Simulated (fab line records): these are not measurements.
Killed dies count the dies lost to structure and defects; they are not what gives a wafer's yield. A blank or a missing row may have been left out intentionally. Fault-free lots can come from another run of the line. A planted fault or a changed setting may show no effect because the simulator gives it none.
Chamber matching	flow n5-finfet	N5_BEOL_M11_DEP_56 on pecvd-03: 3 sister chambers
The step deposits SiCN from 3MS/NH3, target thk 30 nm, time 10.5 s. 14 wafers are shown with their chamber, then 7 later ones without.

## WAFERS WITH THEIR CHAMBER
wafer	chamber	throttle-valve-pct (%)	rf-fwd-power-W (W)	showerhead-plenum-p-Torr (Torr)
L983.2	1	18.9	668	4.130
L983.3	0	18.9	667	4.151
L983.5	0	18.7	667	4.149
L986.1	2	17.2	672	4.127
L986.4	0	18.8	667	4.138
L986.5	1	18.9	667	4.134
L989.2	0	19.2	664	4.145
L989.4	2	17.1	673	4.128
L989.5	1	18.8	668	4.140
L992.2	0	18.9	667	4.142
L992.3	2	17.3	669	4.115
L992.5	2	17.1	672	4.125
L100.1	0	19.0	664	4.145
L100.4	0	19.1	665	4.148

SIGNATURES (averages over the wafers above)
reading	chamber 0	chamber 1	chamber 2	scatter within a chamber
throttle-valve-pct	18.943	18.867	17.175	0.139
rf-fwd-power-W	665.86	667.67	671.50	1.43
showerhead-plenum-p-Torr	4.14543	4.13467	4.12375	0.005
Rule: a wafer lies at a distance from a chamber equal to the root of the sum of squares, over the readings, of (its reading less the chamber's mean, divided by the reading's scatter). If the next closest chamber is less than 2 further off than the closest, the wafer can't be placed; otherwise it belongs to the closest. The scatter: take each reading less its chamber's mean, square it, sum over the shown wafers, divide by the number of wafers less the number of chambers, and take the root.

## WAFERS MISSING THEIR CHAMBER
wafer	throttle-valve-pct (%)	rf-fwd-power-W (W)	showerhead-plenum-p-Torr (Torr)
L100.5	17.4	672	4.122
L103.2	19.0	666	4.127
L103.4	19.0	667	4.139
L103.6	19.4	667	4.146
L104.1	17.3	670	4.129
L104.2	18.9	666	4.128
L104.6	18.9	666	4.126

## WHICH CHAMBER EACH WENT THROUGH
wafer	from the rows above	in truth
L100.5	2	2
L103.2	can't be placed: 1 or 0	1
L103.4	can't be placed: 1 or 0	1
L103.6	can't be placed: 0 or 1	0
L104.1	2	2
L104.2	can't be placed: 1 or 0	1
L104.6	can't be placed: 1 or 0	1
2 of 7 placed correctly. Can't be placed from these rows: 5 (the true chamber is among the candidates in 5). Wrongly placed: 0.
